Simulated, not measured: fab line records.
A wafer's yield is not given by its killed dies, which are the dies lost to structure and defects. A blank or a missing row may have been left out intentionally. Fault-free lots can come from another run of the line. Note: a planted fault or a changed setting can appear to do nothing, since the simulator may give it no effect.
Chamber matching :: flow nand_harc :: NHARC_A_CONTACT_ALD_18 on ald_metal-04: 4 sister chambers
The step deposits TiN, target thk 3 nm, pulse time 1 s, ald cycles 150. 8 wafers are shown with their chamber, then 10 later ones without.

## EACH WAFER AND ITS CHAMBER
wafer: L083.2
chamber: 3
heater_power_w (W): 1080
heater_power_outer_w (W): 663

wafer: L083.6
chamber: 3
heater_power_w (W): 1048
heater_power_outer_w (W): 653

wafer: L085.6
chamber: 0
heater_power_w (W): 1178
heater_power_outer_w (W): 753

wafer: L086.3
chamber: 1
heater_power_w (W): 1251
heater_power_outer_w (W): 717

wafer: L086.4
chamber: 1
heater_power_w (W): 1263
heater_power_outer_w (W): 720

wafer: L086.6
chamber: 2
heater_power_w (W): 989
heater_power_outer_w (W): 627

wafer: L089.1
chamber: 2
heater_power_w (W): 975
heater_power_outer_w (W): 595

wafer: L089.3
chamber: 0
heater_power_w (W): 1135
heater_power_outer_w (W): 726

## WAFERS WHOSE CHAMBER IS MISSING
wafer: L089.6
heater_power_w (W): 978
heater_power_outer_w (W): 608

wafer: L091.2
heater_power_w (W): 1143
heater_power_outer_w (W): 712

wafer: L091.3
heater_power_w (W): 1043
heater_power_outer_w (W): 625

wafer: L091.6
heater_power_w (W): 1005
heater_power_outer_w (W): 605

wafer: L095.2
heater_power_w (W): 970
heater_power_outer_w (W): 600

wafer: L095.3
heater_power_w (W): 1045
heater_power_outer_w (W): 647

wafer: L095.5
heater_power_w (W): 1329
heater_power_outer_w (W): 774

wafer: L097.3
heater_power_w (W): 1008
heater_power_outer_w (W): 653

wafer: L097.4
heater_power_w (W): 1329
heater_power_outer_w (W): 780

wafer: L097.6
heater_power_w (W): 1175
heater_power_outer_w (W): 719

## WHICH CHAMBER EACH WENT THROUGH
wafer: L089.6
from the rows above: 2
in truth: 2

wafer: L091.2
from the rows above: 0
in truth: 0

wafer: L091.3
from the rows above: can't be placed: 3 or 2
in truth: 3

wafer: L091.6
from the rows above: 2
in truth: 2

wafer: L095.2
from the rows above: 2
in truth: 2

wafer: L095.3
from the rows above: 3
in truth: 3

wafer: L095.5
from the rows above: 1
in truth: 1

wafer: L097.3
from the rows above: can't be placed: 3 or 2
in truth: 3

wafer: L097.4
from the rows above: 1
in truth: 1

wafer: L097.6
from the rows above: 0
in truth: 0
Correctly placed: 8 of 10. These rows do not allow placing 2 (true chamber among the candidates in 2). Number placed wrongly: 0.
How it was worked out, from the rows above alone: a wafer's distance from a chamber is the root of the sum, over the readings, of the square of ((its reading less the chamber's mean) divided by the reading's scatter). If the next closest chamber is less than 2 further off than the closest, the wafer can't be placed; otherwise it belongs to the closest. Each chamber's mean is taken over the wafers shown for it. The scatter: the root of (the sum of the squares of (reading less its chamber's mean) over the shown wafers, divided by (wafers less chambers)).
